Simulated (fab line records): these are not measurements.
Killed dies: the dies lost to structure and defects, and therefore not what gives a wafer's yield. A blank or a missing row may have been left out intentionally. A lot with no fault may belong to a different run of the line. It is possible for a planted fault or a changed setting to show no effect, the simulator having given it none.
Chamber matching || flow nand_harc || NHARC_P_BONDPAD_CMP_32 on cmp-02: 4 sister chambers
The step polishes SiCN, target thk 200 nm. 8 wafers are shown with their chamber, then 9 later ones without.

== WAFERS WITH THEIR CHAMBER ==
{"wafer": "L078.5", "chamber": 3, "motor_current_A (A)": 12.1, "retaining_ring_pressure_frac": 0.994}
{"wafer": "L081.1", "chamber": 3, "motor_current_A (A)": 11.0, "retaining_ring_pressure_frac": 0.997}
{"wafer": "L081.4", "chamber": 1, "motor_current_A (A)": 9.9, "retaining_ring_pressure_frac": 1.002}
{"wafer": "L084.5", "chamber": 0, "motor_current_A (A)": 11.3, "retaining_ring_pressure_frac": 1.002}
{"wafer": "L084.6", "chamber": 1, "motor_current_A (A)": 9.7, "retaining_ring_pressure_frac": 1.003}
{"wafer": "L087.1", "chamber": 0, "motor_current_A (A)": 11.0, "retaining_ring_pressure_frac": 1.009}
{"wafer": "L087.4", "chamber": 2, "motor_current_A (A)": 10.5, "retaining_ring_pressure_frac": 1.006}
{"wafer": "L087.5", "chamber": 2, "motor_current_A (A)": 10.3, "retaining_ring_pressure_frac": 1.005}

== WAFERS WITH NO CHAMBER GIVEN ==
{"wafer": "L089.1", "motor_current_A (A)": 10.4, "retaining_ring_pressure_frac": 0.997}
{"wafer": "L089.2", "motor_current_A (A)": 9.6, "retaining_ring_pressure_frac": 0.995}
{"wafer": "L089.5", "motor_current_A (A)": 11.9, "retaining_ring_pressure_frac": 0.993}
{"wafer": "L091.1", "motor_current_A (A)": 11.1, "retaining_ring_pressure_frac": 1.001}
{"wafer": "L091.4", "motor_current_A (A)": 10.0, "retaining_ring_pressure_frac": 0.999}
{"wafer": "L091.6", "motor_current_A (A)": 9.8, "retaining_ring_pressure_frac": 0.994}
{"wafer": "L093.3", "motor_current_A (A)": 10.9, "retaining_ring_pressure_frac": 1.006}
{"wafer": "L093.4", "motor_current_A (A)": 10.5, "retaining_ring_pressure_frac": 0.993}
{"wafer": "L093.6", "motor_current_A (A)": 10.4, "retaining_ring_pressure_frac": 0.999}

== THE CHAMBER EACH PASSED THROUGH ==
{"wafer": "L089.1", "from the rows above": "can't be placed: 1 or 3 or 2 or 0", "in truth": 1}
{"wafer": "L089.2", "from the rows above": "can't be placed: 1 or 2 or 3", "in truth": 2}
{"wafer": "L089.5", "from the rows above": 3, "in truth": 3}
{"wafer": "L091.1", "from the rows above": "can't be placed: 0 or 3 or 2 or 1", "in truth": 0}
{"wafer": "L091.4", "from the rows above": "can't be placed: 1 or 2", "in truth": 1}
{"wafer": "L091.6", "from the rows above": "can't be placed: 1 or 3 or 2", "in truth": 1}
{"wafer": "L093.3", "from the rows above": "can't be placed: 0 or 2", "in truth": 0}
{"wafer": "L093.4", "from the rows above": "can't be placed: 3 or 1 or 2", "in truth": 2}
{"wafer": "L093.6", "from the rows above": "can't be placed: 1 or 2 or 0 or 3", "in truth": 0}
Correctly placed: 1 of 9. Unplaceable from these rows: 8, with the true chamber sitting among the candidates in 8. 0 placed wrongly.
How it was worked out, from the rows above alone: a wafer's distance from a chamber is the root of the sum, over the readings, of the square of ((its reading less the chamber's mean) divided by the reading's scatter). If the next closest chamber is less than 2 further off than the closest, the wafer can't be placed; otherwise it belongs to the closest. Each chamber's mean is taken over the wafers shown for it. The scatter: the root of (the sum of the squares of (reading less its chamber's mean) over the shown wafers, divided by (wafers less chambers)).
